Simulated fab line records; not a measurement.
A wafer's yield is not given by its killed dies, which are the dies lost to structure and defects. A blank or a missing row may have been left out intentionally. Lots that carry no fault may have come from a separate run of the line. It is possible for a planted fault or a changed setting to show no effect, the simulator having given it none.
fab line records	flow n5Finfet
record lots=8	wafers=24	lastDay=19
route steps=1938 shown BEOL_M4@1111 BEOL_M14@1732 BEOL_M15@1784 PASSIVATION@1936
lots that met no fault: from a run of the same line without faults
startH: hours from the record's first day to the start of the lot's first wafer shown	waitH: time in hours since the lot's previous step	" as in the row above	L1.1+2: a row that stands for several wafers	- no value, or no start was given	* or withheld: withheld	< > ~ a bound
route shown NAME@n: NAME is a module with steps in the file, n the number in the route of the first one	usual: mean/standard deviation taken from wafers without a fault	same: alike in all rows	chamber/n: place in a boat	sites: readings site by site	_std_site: how widely they spread, as a standard deviation	_edge_site: mean of outer sites minus mean of inner sites	radiusMm: for every site, how far away it sits from the centre of the wafer	mask NAME#n: copy n	behind: the tool/chamber that last shaped the wafer	hold: reason for holding the lot/hours on hold/outcome of the hold	device: transistor that didn't switch, given as n, p or np	end of line: the tests these same wafers got at the end of their route	for a step that has no rows: nothing shown but its recipe	killed: dies that structure and defects cost at the first sort, which is not the same as the wafer's yield	map: a wafer's dies, marking killed ones x, the rest . and places with no die _
set.NAME: setting as actually run; set.NAME@STEP: the setting as run at that earlier step	model.NAME: the simulator's own value behind a step, which no gauge read
the route's steps for a sample of lots (tables are steps, rows are wafers)
services: the hour from which a tool's chamber was out of use, counted from the record's first day as startH (under 0 if before that day), plus the number of hours and why
## steps
# step N5_BEOL_M4_RC_MEAS_101
# usual DIBL_N=36.5/1.9	DIBL_P=36.4/2.2	IOFF_N=0.17/0.034	IOFF_P=0.21/0.036	ION_N=678/12	ION_P=462/7.1	SS_N=71.7/0.61	SS_P=73.4/0.71	VT_N=249/3.5	VT_P=-251/3
lot.wafer	tool	chamber	startH	waitH	DIBL_N[mV/V]	DIBL_P[mV/V]	IOFF_N[nA/um]	IOFF_P[nA/um]	ION_N[uA/um]	ION_P[uA/um]	SS_N[mV/dec]	SS_P[mV/dec]	VT_N[mV]	VT_P[mV]
L633.1	prober-02	0	209.41	0.0	38.1	38.5	0.20	0.25	687	464	71.9	73.6	246	-249
L633.4	"	0	"	"	35.4	33.8	0.14	0.18	670	456	71.4	72.7	251	-252
L633.6	"	0	"	"	39.0	39.9	0.22	0.28	688	473	72.3	74.6	245	-248
L637.1	prober-01	0	249.88	0.0	38.7	38.9	0.20	0.23	692	470	72.4	74.4	244	-250
L637.4	"	0	"	"	37.5	38.0	0.18	0.21	691	467	72.1	73.2	249	-252
L637.5	"	0	"	"	36.0	35.6	0.14	0.17	664	457	71.6	73.2	254	-256
L640.1	prober-01	0	276.51	0.0	38.7	36.9	0.17	0.20	686	460	71.9	73.5	248	-252
L640.2	"	0	"	"	37.4	35.4	0.15	0.18	657	455	71.2	73.8	254	-254
L640.4	"	0	"	"	39.8	39.0	0.20	0.24	690	466	72.5	74.3	249	-252
L647.2	prober-01	0	298.12	0.2	36.8	38.1	0.18	0.22	676	468	71.6	73.6	248	-252
L647.3	"	0	"	"	35.3	37.1	0.16	0.19	673	456	72.2	72.8	251	-254
L647.5	"	0	"	"	35.3	37.4	0.17	0.20	689	470	72.2	72.9	249	-252
L644.4	prober-02	0	298.76	0.5	36.8	35.1	0.16	0.19	683	464	71.6	73.5	249	-251
L644.5	"	0	"	"	39.3	38.0	0.19	0.25	680	468	72.0	74.0	248	-248
L644.6	"	0	"	"	36.1	33.2	0.14	0.16	671	451	71.9	73.2	252	-255
L645.1	prober-01	0	299.84	0.0	38.4	39.3	0.20	0.25	689	470	71.7	73.9	244	-248
L645.2	"	0	"	"	36.4	37.1	0.16	0.21	674	459	71.1	73.2	250	-251
L645.4	"	0	"	"	36.3	36.7	0.17	0.21	700	474	71.9	73.1	247	-251
L650.1	prober-01	0	333.86	0.0	33.3	33.5	0.13	0.15	663	460	71.1	72.2	250	-253
L650.5	"	0	"	"	37.5	38.2	0.19	0.21	677	459	72.0	73.9	248	-250
L650.6	"	0	"	"	36.8	36.7	0.18	0.20	680	460	71.3	73.4	244	-252
L651.1	prober-01	0	347.71	0.0	36.4	35.3	0.16	0.21	669	459	71.8	73.7	250	-250
L651.3	"	0	"	"	34.1	32.6	0.13	0.17	673	464	71.4	72.4	253	-253
L651.5	"	0	"	"	34.1	32.6	0.13	0.18	676	466	71.1	73.0	251	-252
# step N5_BEOL_M14_STRIP_63
# recipe chemistry=O2	powerW=600	tempC=60	pressureMtorr=30	rfFrequencyHz=6e+07	biasPowerW=0	overashFraction=0.3	o2FlowSccm=225
# usual drypumpMotorCurrentA=5.5/0.43	o2FlowSccm=225.0/0.66	oesProductAu=0.81/0.055	rfVppV=3.6/0.8	showerheadPlenumPTorr=2.11/0.078	tempC=60.01/0.12	throttleValvePct=16.65/0.16
# same overashFraction=0.3
lot.wafer	tool	chamber	startH	waitH	drypumpMotorCurrentA	o2FlowSccm	oesProductAu	rfHoursCounterH	rfVppV	showerheadPlenumPTorr	tempC	throttleValvePct
L633.1	rieDiel-01	1	-	-	5.3	223.9	0.85	46	3.5	2.14	59.94	16.48
L633.4	"	3	"	"	4.9	225.2	0.84	77	3.4	2.13	59.86	16.53
L633.6	"	0	"	"	5.5	224.4	0.84	-	5.3	2.04	59.94	16.58
L637.1	rieDiel-04	0	-	-	5.1	225.3	0.85	38	4.3	2.07	60.14	16.72
L637.4	"	3	"	"	5.9	225.0	0.86	-	3.1	2.21	60.05	16.69
L637.5	"	0	"	"	5.1	225.6	0.85	-	3.0	2.06	60.13	16.73
L640.1	rieDiel-03	1	-	-	5.3	224.0	0.81	95	3.9	2.23	60.26	16.50
L640.2	"	2	"	"	5.6	226.7	0.71	179	4.4	1.99	59.87	16.82
L640.4	"	3	"	"	5.4	225.7	0.74	143	3.0	2.18	60.04	16.57
L647.2	rieDiel-01	1	-	-	5.2	224.7	0.82	71	2.9	2.13	59.83	16.57
L647.3	"	0	"	"	5.5	225.6	0.80	85	3.7	2.03	59.91	16.62
L647.5	"	2	"	"	6.0	224.6	0.87	-	4.4	2.21	60.01	16.56
L645.1	rieDiel-01	3	-	-	5.0	225.1	0.82	104	3.5	2.12	59.99	16.61
L645.2	"	1	"	"	5.2	225.1	0.81	73	3.0	2.13	60.13	16.55
L645.4	"	0	"	"	5.5	224.3	0.81	87	3.8	2.03	60.08	16.60
L644.4	rieDiel-03	0	-	-	5.4	225.1	0.70	204	5.4	2.01	59.92	16.96
L644.5	"	3	"	"	5.5	224.9	0.74	-	3.1	2.18	59.92	16.59
L644.6	"	0	"	"	5.4	225.6	0.70	-	5.2	2.01	59.94	16.91
L650.1	rieDiel-01	0	-	-	5.5	224.4	0.79	103	3.1	2.02	59.84	16.65
L650.5	"	0	"	"	5.5	224.5	0.79	-	2.7	2.02	59.76	16.64
L650.6	"	3	"	"	4.9	223.9	0.80	-	3.8	2.11	59.97	16.59
L651.1	rieDiel-04	2	-	-	5.4	225.4	0.73	171	5.4	2.08	60.10	16.47
L651.3	"	0	"	"	5.1	224.5	0.80	72	4.4	2.05	60.13	16.78
L651.5	"	2	"	"	5.4	224.4	0.74	-	3.6	2.08	60.14	16.47
# step N5_BEOL_M14_STRIP_37
# recipe chemistry=O2	powerW=600	tempC=60	pressureMtorr=30	rfFrequencyHz=6e+07	biasPowerW=0	overashFraction=0.3	o2FlowSccm=225
# usual drypumpMotorCurrentA=5.5/0.4	o2FlowSccm=225.0/0.67	oesProductAu=0.82/0.053	rfVppV=3.6/1.1	showerheadPlenumPTorr=2.12/0.077	tempC=60.00/0.13	throttleValvePct=16.63/0.14
# same overashFraction=0.3
lot.wafer	tool	chamber	startH	waitH	drypumpMotorCurrentA	o2FlowSccm	oesProductAu	rfHoursCounterH	rfVppV	showerheadPlenumPTorr	tempC	throttleValvePct
L633.1	rieDiel-01	3	314.16	6.2	4.9	224.5	0.83	79	2.2	2.12	59.94	16.54
L633.4	"	2	"	"	5.9	225.5	0.91	28	4.3	2.22	60.08	16.51
L633.6	"	3	"	"	4.9	223.8	0.83	-	4.1	2.12	59.90	16.52
L637.1	rieDiel-04	1	338.68	2.1	6.5	224.4	0.81	101	4.9	2.02	60.17	16.93
L637.4	"	1	"	"	6.5	224.1	0.82	-	3.2	2.02	60.08	16.94
L637.5	"	3	"	"	5.9	225.3	0.84	-	4.2	2.21	60.01	16.71
L640.1	rieDiel-03	0	356.37	2.4	5.3	226.0	0.72	190	2.8	2.02	60.00	16.89
L640.2	"	3	"	"	5.5	225.0	0.74	144	4.8	2.18	60.02	16.59
L640.4	"	1	"	"	5.3	225.8	0.81	96	4.5	2.23	59.74	16.46
L647.2	rieDiel-01	0	390.15	11.1	5.5	224.3	0.80	90	3.6	2.03	60.25	16.62
L647.3	"	1	"	"	5.3	224.4	0.80	76	4.7	2.13	60.20	16.54
L647.5	"	1	"	"	5.2	224.4	0.80	-	2.7	2.13	59.88	16.58
L645.1	rieDiel-04	2	390.45	6.6	5.4	225.5	0.75	152	2.5	2.09	59.89	16.43
L645.2	"	1	"	"	6.5	223.7	0.81	117	6.7	2.02	59.90	16.95
L645.4	"	0	"	"	5.2	225.1	0.82	55	3.3	2.06	60.14	16.78
L644.4	rieDiel-01	2	396.63	0.2	5.9	225.1	0.87	-	3.9	2.21	60.13	16.61
L644.5	"	0	"	"	5.5	226.7	0.79	-	3.9	2.03	59.96	16.67
L644.6	"	1	"	"	5.3	224.4	0.81	-	4.7	2.12	59.86	16.57
L650.1	rieDiel-01	2	422.71	0.0	6.0	224.9	0.84	70	3.0	2.20	60.07	16.60
L650.5	"	3	"	"	4.9	224.7	0.79	-	2.4	2.11	59.98	16.60
L650.6	"	2	"	"	6.0	225.2	0.82	-	4.6	2.20	60.12	16.61
L651.1	rieDiel-04	3	440.99	0.8	5.8	224.4	0.82	96	2.7	2.20	59.83	16.75
L651.3	"	2	"	"	5.4	224.4	0.73	172	2.3	2.08	60.03	16.48
L651.5	"	2	"	"	5.4	226.0	0.74	-	3.9	2.08	59.82	16.48
# step N5_BEOL_M14_ECD_47
# recipe material=Cu	targetThkA=12480
lot.wafer	tool	chamber	startH	waitH
L633.1+4+6	ecdCu-01	1	314.94	0.1
L637.1+4+5	ecdCu-02	1,1,0	339.62	0.1
L640.1+2+4	ecdCu-01	0,1,1	357.29	0.1
L647.2+3+5	ecdCu-01	0	391.04	0.1
L645.1+2+4	ecdCu-01	0,1,0	391.62	0.1
L644.4+5+6	ecdCu-02	0,1,0	399.12	0.1
L650.1+5+6	ecdCu-02	0,1,0	423.54	0.1
L651.1+3+5	ecdCu-01	1	441.86	0.1
# step N5_BEOL_M14_CMP_49
# recipe stopOn=SiO2	tOverpolishS=5.2	downForcePsi=2	platenRpm=80	clearingPlatenDownForcePsi=2	clearingPlatenRpm=80	postCmpClean=cuAlkaline	targetThkNm=560	clearingPlatenPadVelocityMS=1.5917	padVelocityMS=1.5917
# usual motorCurrentA=7.8/0.48	timeToEndpointS=122/5.1
lot.wafer	tool	chamber	startH	waitH	motorCurrentA	timeToEndpointS
L633.4	cmp-01	2	315.50	0.2	8.9	122
L633.1	"	3	"	"	7.5	113
L633.6	"	0	"	"	8.3	124
L637.4	cmp-03	2	340.18	0.2	8.3	128
L637.1	"	3	"	"	7.2	131
L637.5	"	1	"	"	8.4	123
L640.4	cmp-01	3	357.78	0.1	7.7	118
L640.1	"	0	"	"	8.0	124
L640.2	"	2	"	"	9.0	123
L647.2	cmp-01	0	391.57	0.2	7.8	9
L647.3	"	2	"	"	8.6	12
L647.5	"	0	"	"	7.9	12
L645.4	cmp-01	3	392.44	0.2	7.3	9
L645.2	"	0	"	"	7.8	10
L645.1	"	1	"	"	8.3	12
L644.4	cmp-01	2	400.03	0.2	8.9	121
L644.5	"	0	"	"	8.4	118
L644.6	"	1	"	"	7.8	118
L650.1	cmp-02	0	424.42	0.5	7.9	131
L650.6	"	2	"	"	7.2	120
L650.5	"	3	"	"	7.4	124
L651.1	cmp-01	2	442.34	0.3	9.1	126
L651.3	"	3	"	"	7.2	119
L651.5	"	3	"	"	7.4	121
# step N5_BEOL_M14_THK_MEAS_50
# recipe thkMeasGauge=xrf	reads=Cu_of_BEOL_M14_ECD_47
# usual M14_THK=584/16
lot.wafer	tool	chamber	startH	waitH	M14_THK[nm]
L633.1	filmMetro-02	-	315.73	-	589
L633.4	"	-	"	"	588
L633.6	"	-	"	"	590
L637.1	filmMetro-02	-	340.40	-	606
L637.4	"	-	"	"	595
L637.5	"	-	"	"	563
L640.1	filmMetro-02	-	358.07	-	566
L640.2	"	-	"	"	594
L640.4	"	-	"	"	555
L647.2	filmMetro-01	-	391.82	-	-
L647.3	"	-	"	"	-
L647.5	"	-	"	"	-
L645.1	filmMetro-02	-	392.69	-	-
L645.2	"	-	"	"	-
L645.4	"	-	"	"	-
L644.4	filmMetro-02	-	400.25	-	616
L644.5	"	-	"	"	566
L644.6	"	-	"	"	607
L650.1	filmMetro-01	-	424.64	-	591
L650.5	"	-	"	"	591
L650.6	"	-	"	"	581
L651.1	filmMetro-02	-	442.64	-	588
L651.3	"	-	"	"	583
L651.5	"	-	"	"	556
# step N5_BEOL_M14_RS_MEAS_54
# recipe thkMeasGauge=four-point-probe	reads=Cu_of_BEOL_M14_ECD_47+Ta_of_BEOL_M14_SPUTTER_44+TaN_of_BEOL_M14_SPUTTER_43
# usual M14_RS=0.0330/0.00089
lot.wafer	tool	chamber	startH	waitH	M14_RS[ohm/sq]
L633.1	filmMetro-02	-	315.85	0.0	0.0326
L633.4	"	-	"	"	0.0328
L633.6	"	-	"	"	0.0327
L637.1	filmMetro-02	-	340.53	0.0	0.0318
L637.4	"	-	"	"	0.0325
L637.5	"	-	"	"	0.0343
L640.1	filmMetro-02	-	358.20	0.0	0.0340
L640.2	"	-	"	"	0.0325
L640.4	"	-	"	"	0.0347
L647.2	filmMetro-01	-	391.96	0.1	32.307
L647.3	"	-	"	"	32.827
L647.5	"	-	"	"	32.488
L645.1	filmMetro-02	-	392.82	0.0	32.116
L645.2	"	-	"	"	32.268
L645.4	"	-	"	"	32.687
L644.4	filmMetro-02	-	400.38	0.0	0.0317
L644.5	"	-	"	"	0.0344
L644.6	"	-	"	"	0.0319
L650.1	filmMetro-01	-	424.76	0.0	0.0329
L650.5	"	-	"	"	0.0330
L650.6	"	-	"	"	0.0334
L651.1	filmMetro-01	-	442.77	0.1	0.0328
L651.3	"	-	"	"	0.0331
L651.5	"	-	"	"	0.0348
# step N5_BEOL_M15_OVL_MEAS_11
# recipe pointsPerWafer=44
# usual V14_OVL=1/5.6
lot.wafer	tool	chamber	startH	waitH	V14_OVL[nm]
L633.1	overlay-02	0	316.51	0.0	9
L633.4	"	0	"	"	6
L633.6	"	0	"	"	10
L637.1	overlay-02	0	341.52	0.0	-4
L637.4	"	0	"	"	-3
L637.5	"	0	"	"	2
L640.1	overlay-01	0	358.85	0.0	2
L640.2	"	0	"	"	4
L640.4	"	0	"	"	-7
L644.4	overlay-02	0	401.03	0.0	-10
L644.5	"	0	"	"	-5
L644.6	"	0	"	"	-9
L650.1	overlay-01	0	425.41	0.0	7
L650.5	"	0	"	"	-1
L650.6	"	0	"	"	6
L651.1	overlay-01	0	443.41	0.0	2
L651.3	"	0	"	"	6
L651.5	"	0	"	"	4
# step N5_PASSIVATION_PROBE_49
# usual defectLimitedYield=91.0/1.5	killed_at_M0_to_M3=35/11	killed_at_M4_up=13/5	killedAtContacts=12/5.9	killedAtFrontEnd=42/13	killedAtOther=3/3.2	killedDies=106/18	killedOnRim=14/4.2	killedOpen=69/13	killedShort=35/8.9	sort_bin_5_function=5.2/0.95	sort_bin_6_memory=3.3/0.71	sortNPass=1074/18	sortYieldPct=91.0/1.5
# same grossDies=1180	killedAtBackSide=0	sort_bin_4_leakage[%]=0	sort_bin_8_speed[%]=0
lot.wafer	tool	chamber	startH	waitH	defectLimitedYield[%]	killed_at_M0_to_M3	killed_at_M4_up	killedAtContacts	killedAtFrontEnd	killedAtOther	killedDies	killedOnRim	killedOpen	killedShort	sort_bin_5_function[%]	sort_bin_6_memory[%]	sortNPass	sortYieldPct[%]
L637.1	prober-02	-	363.27	0.0	90.4	49	14	6	32	12	113	20	65	47	5.3	3.5	1067	90.4
L637.4	prober-02	-	363.42	0.2	88.6	66	8	5	54	1	134	18	86	47	6.8	4.2	1046	88.6
L637.5	prober-02	-	363.47	0.2	92.5	43	17	6	21	2	89	8	53	33	4.3	3.2	1091	92.5
L647.2	prober-02	-	409.66	0.1	0	56	1060	14	49	1	1180	152	79	52	94.9	4.7	0	0
L647.3	prober-02	-	409.71	0.1	0	49	1069	11	49	2	1180	152	74	49	96.4	3.0	0	0
L647.5	prober-02	-	409.81	0.2	0	52	1058	14	55	1	1180	152	85	48	94.9	4.8	0	0
L645.1	prober-02	-	414.09	0.0	0	34	1094	1	45	6	1180	152	66	34	96.9	2.8	0	0
L645.2	prober-02	-	414.14	0.1	0	49	1083	5	41	2	1180	152	62	42	97.3	2.5	0	0
L645.4	prober-02	-	414.24	0.2	0	53	1084	9	33	1	1180	152	82	30	95.9	4.0	0	0
# killed by level:class
L637.1 FIN_SAQP:geometricParticle:open=12 BEOL_M3:geometricParticle:open=11 BEOL_M0_SAQP:geometricParticle:short=9 FIN_SAQP:geometricParticle:short=7 BEOL_M2:geometricParticle:short=7 BEOL_M0_SAQP:geometricParticle:open=6 MIM_TOP_ETCH:geometricParticle:open=6 MOL_CONTACT_COAG:geometricParticle:open=5
L637.4 FIN_SAQP:geometricParticle:open=16 BEOL_M1:geometricParticle:open=13 STI_FIN_REVEAL:geometricParticle:open=11 BEOL_M0_SAQP:geometricParticle:short=11 BEOL_M0_SAQP:geometricParticle:open=10 FIN_SAQP:geometricParticle:short=8 BEOL_M3:geometricParticle:open=7 BEOL_M2:geometricParticle:open=6
L637.5 BEOL_M1:geometricParticle:open=9 BEOL_M0_SAQP:geometricParticle:short=8 BEOL_M3:geometricParticle:open=6 MOL_CONTACT_COAG:geometricParticle:open=5 BEOL_M1:geometricParticle:short=5 BEOL_M3:geometricParticle:short=5 STI_FIN_REVEAL:geometricParticle:open=4 BEOL_M0_SAQP:geometricParticle:open=4
L647.2 BEOL_M14:areaEcd=1047 BEOL_M0_SAQP:geometricParticle:short=19 STI_FIN_REVEAL:geometricParticle:open=14 BEOL_M0_SAQP:geometricParticle:open=14 MOL_CONTACT_COAG:geometricParticle:open=11 FIN_SAQP:geometricParticle:short=10 BEOL_M1:geometricParticle:open=6 FIN_SAQP:geometricParticle:open=5
L647.3 BEOL_M14:areaEcd=1057 FIN_SAQP:geometricParticle:open=16 BEOL_M0_SAQP:geometricParticle:short=15 FIN_SAQP:geometricParticle:short=11 MOL_CONTACT_COAG:geometricParticle:open=9 BEOL_M0_SAQP:geometricParticle:open=8 BEOL_M2:geometricParticle:short=8 BEOL_M2:geometricParticle:open=6
L647.5 BEOL_M14:areaEcd=1044 BEOL_M0_SAQP:geometricParticle:open=16 STI_FIN_REVEAL:geometricParticle:open=14 FIN_SAQP:geometricParticle:short=12 MOL_CONTACT_COAG:geometricParticle:open=10 FIN_SAQP:geometricParticle:open=8 BEOL_M0_SAQP:geometricParticle:short=8 BEOL_M4:geometricParticle:open=7
L645.1 BEOL_M14:areaEcd=1079 FIN_SAQP:geometricParticle:open=17 BEOL_M3:geometricParticle:open=9 STI_FIN_REVEAL:geometricParticle:open=8 BEOL_M4:geometricParticle:open=7 FIN_SAQP:geometricParticle:short=5 BEOL_M0_SAQP:geometricParticle:short=5 BEOL_M3:geometricParticle:short=5
L645.2 BEOL_M14:areaEcd=1074 FIN_SAQP:geometricParticle:open=13 BEOL_M0_SAQP:geometricParticle:short=10 FIN_SAQP:geometricParticle:short=7 BEOL_M0_SAQP:geometricParticle:open=7 BEOL_M3:geometricParticle:short=7 BEOL_M3:geometricParticle:open=6 BEOL_M1:geometricParticle:open=5
L645.4 BEOL_M14:areaEcd=1068 BEOL_M1:geometricParticle:open=12 BEOL_M0_SAQP:geometricParticle:open=12 BEOL_M3:geometricParticle:open=12 FIN_SAQP:geometricParticle:open=9 STI_FIN_REVEAL:geometricParticle:open=7 MOL_CONTACT_COAG:geometricParticle:open=7 BEOL_M4:geometricParticle:open=7
## services
tool	chamber	startH	hours	kind
rieDiel-01	1	287.24	4.2	repair
rieDiel-03	3	307.29	5.7	repair
rieDiel-04	2	323.48	19.8	repair
cmp-01	-	334.09	4.0	pm
cmp-01	-	338.09	-	consumableReplace:conditioner
cmp-01	-	338.09	-	consumableReplace:pad
rieDiel-03	1	365.16	4.2	repair
rieDiel-01	-	366.85	0.9	repair
cmp-02	-	371.86	1.0	repair
rieDiel-03	2	375.72	4.9	repair
rieDiel-04	-	381.01	2.8	pm
cmp-03	-	395.81	1.4	repair
cmp-01	-	412.50	1.8	repair
cmp-03	-	417.16	4.7	pm
cmp-02	-	421.64	0.5	repair
cmp-01	-	423.86	6.1	pm
ecdCu-02	-	428.28	3.9	repair
cmp-03	-	432.33	4.0	pm
cmp-03	-	436.33	-	consumableReplace:conditioner
cmp-03	-	436.33	-	consumableReplace:pad
ecdCu-02	-	437.44	5.3	repair
## key
firstSign step=N5_BEOL_M14_CMP_49	reading=timeToEndpointS	direction=down	sigmas=22	usual=*	struck=*
effect step=N5_BEOL_M14_THK_MEAS_50	reading=M14_THK	direction=missing
effect step=N5_BEOL_M14_RS_MEAS_54	reading=M14_RS	direction=up	sigmas=99+	usual=0.0330	struck=32.449
effect step=N5_PASSIVATION_PROBE_49	reading=killed_at_M4_up	direction=up	sigmas=99+	usual=13	struck=1075
moreKillsBornAt N5_BEOL_M14_ECD_47@ecdCu-01=6369
metAt N5_BEOL_M14_ECD_47
struckLots L645,L647
laterRowsLeftOut L645.1,L645.2,L645.4,L647.2,L647.3,L647.5
notActingAt N5_BEOL_M14_STRIP_63,N5_BEOL_M14_STRIP_37,N5_BEOL_M15_OVL_MEAS_11
onsetBetween 357.29 391.04
earlierFault kind=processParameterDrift	tool=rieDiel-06	chamber=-	onsetH=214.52	steps=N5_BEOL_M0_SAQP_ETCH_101	channel=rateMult	offset=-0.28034	shape=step
fault kind=skippedStepWhole	tool=ecdCu-01	chamber=-	onsetH=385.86	steps=N5_BEOL_M14_ECD_47	scope=struckLotsOnly
# laterRowsLeftOut: the simulator's readings of these wafers behind a module that went badly wrong aren't trusted and aren't shown, but for the sort
